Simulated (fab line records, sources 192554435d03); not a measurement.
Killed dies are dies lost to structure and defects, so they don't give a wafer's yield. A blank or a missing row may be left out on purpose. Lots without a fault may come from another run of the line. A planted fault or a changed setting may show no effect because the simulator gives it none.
Split-lot experiment | flow n5_finfet | 7 lots, 21 wafers read, on a route of 1938 steps

THE SPLIT
At N5_DUMMY_GATE_EXPOSE_12 (exposes mask GATE, target cd 25 nm), the setting dose_mj was moved away from the recipe's 34 on 5 of the 21 wafers read, by -6.1% to +4.0%. The other wafers ran this setting at the recipe's value.

FROM THE SPLIT TO THE READING: what the file shows between them, 10 steps
- N5_DUMMY_GATE_PEB_13: peb time 60 s
- N5_DUMMY_GATE_DEVELOP_14: develop time 30 s
- N5_DUMMY_GATE_CD_MEAS_15: target cd 25.8 nm
- N5_DUMMY_GATE_ETCH_29: etches underlayer in N2/H2, target depth 13 nm
- N5_DUMMY_GATE_ETCH_36: etches SiARC in CF4, target depth 13 nm
- N5_DUMMY_GATE_ETCH_37: etches SOC in N2/H2, target depth 60 nm, overetch 30 nm
- N5_DUMMY_GATE_STRIP_38: strips in N2/H2
- N5_DUMMY_GATE_STRIP_39: strips in N2/H2
- N5_DUMMY_GATE_TRIM_49: chemistry O2, time 29 s, target cd 14 nm
- N5_DUMMY_GATE_STRIP_40: strips in CF4

THE READING
cd_nm, in nm, at N5_DUMMY_GATE_CD_MEAS_50 (target cd 14 nm). Fault-free wafers of this fab line usually give 14.0 nm, standard deviation 0.35 nm.

wafer  | tool, chamber at the split | dose_mj as run | against the recipe | cd_nm, nm | against lot-mates on the recipe
L074.3 | euv_scanner-02, 0          | 34             | recipe             | 13.9      | -
L074.4 | euv_scanner-02, 0          | 34             | recipe             | 13.7      | -
L074.6 | euv_scanner-02, 0          | 34             | recipe             | 13.7      | -
L077.1 | euv_scanner-01, 0          | 34             | recipe             | 13.7      | -
L077.2 | euv_scanner-01, 0          | 32.38          | -4.8%              | 15.1      | +1.4
L077.5 | euv_scanner-01, 0          | 32.38          | -4.8%              | 14.5      | +0.8
L078.3 | euv_scanner-01, 0          | 35.37          | +4.0%              | 12.6      | -1.0
L078.5 | euv_scanner-01, 0          | 34             | recipe             | 14.1      | -
L078.6 | euv_scanner-01, 0          | 34             | recipe             | 13.2      | -
L081.1 | euv_scanner-01, 0          | 34             | recipe             | 13.8      | -
L081.2 | euv_scanner-01, 0          | 34             | recipe             | 14.2      | -
L081.4 | euv_scanner-01, 0          | 34             | recipe             | 14.3      | -
L082.4 | euv_scanner-01, 0          | 34             | recipe             | 14.2      | -
L082.5 | euv_scanner-01, 0          | 33.36          | -1.9%              | 14.7      | +0.5
L082.6 | euv_scanner-01, 0          | 34             | recipe             | 14.2      | -
L084.2 | euv_scanner-02, 0          | 34             | recipe             | 13.7      | -
L084.5 | euv_scanner-02, 0          | 34             | recipe             | 13.9      | -
L084.6 | euv_scanner-02, 0          | 34             | recipe             | 14.4      | -
L095.1 | euv_scanner-02, 0          | 31.92          | -6.1%              | 15.6      | +1.5
L095.2 | euv_scanner-02, 0          | 34             | recipe             | 14.2      | -
L095.3 | euv_scanner-02, 0          | 34             | recipe             | 13.9      | -

THE FIT
A straight line over all 21 wafers: cd_nm changes by -0.249 nm for each +1% of dose_mj; r = -0.86; the points scatter about the line by 0.33 nm.
The same after taking each lot's own level away (the mean of its wafers on the recipe; 21 wafers): -0.246 nm for each +1%; r = -0.92; scatter 0.24 nm.
On that fit, the largest move of dose_mj shifts the reading by 1.5 nm.
The lots' own levels span 13.65 to 14.20 nm, that is 1.6 times the standard deviation above.
So the lot-to-lot level changes the slope little: the two slopes agree.
Check: with one of the wafers moved furthest among these (-6.1%) left out of the fit, the line predicts +1.47 nm for it against its lot-mates. It came out at +1.55 nm against them.

OTHER SPLITS ON THESE WAFERS
These wafers also went through other splits before the reading. Each is held against what the fit with the lots' levels taken away leaves over:
other split on the same wafers                    | wafers away from the commonest value | r with cd_nm (lot level and that fit taken away)
N5_PMOS_HMC_CHANNEL_EPI_HM_DEP_34 time_s          | 6                                    | +0.18
N5_PMOS_HMC_CHANNEL_EPI_PEB_07 peb_time_s         | 7                                    | -0.14
N5_PMOS_HMC_CHANNEL_EPI_DEVELOP_08 develop_time_s | 6                                    | -0.11
N5_FIN_CUT_ETCH_21 bias_w                         | 5                                    | +0.08
N5_DUMMY_GATE_COAT_34 spin_rpm                    | 10                                   | -0.18

THE WHOLE CHAIN: every reading that the file lists as answering this split, in the file's order
step                     | what it does                             | reading                                                           | change (the file's fit)               | r (the file's)
N5_DUMMY_GATE_CD_MEAS_15 | target cd 25.8 nm                        | cd_nm                                                             | -0.187 nm for each +1% of the setting | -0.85
N5_DUMMY_GATE_TRIM_49    | chemistry O2, time 29 s, target cd 14 nm | DUMMY_GATE.cd_nm (the simulator's own value, which no gauge read) | -0.248 nm for each +1% of the setting | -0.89
N5_DUMMY_GATE_CD_MEAS_50 | target cd 14 nm                          | cd_nm                                                             | -0.248 nm for each +1% of the setting | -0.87

THE FILE'S OWN FIT
cd_nm changes by -0.248 nm for each +1% of dose_mj, r = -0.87.
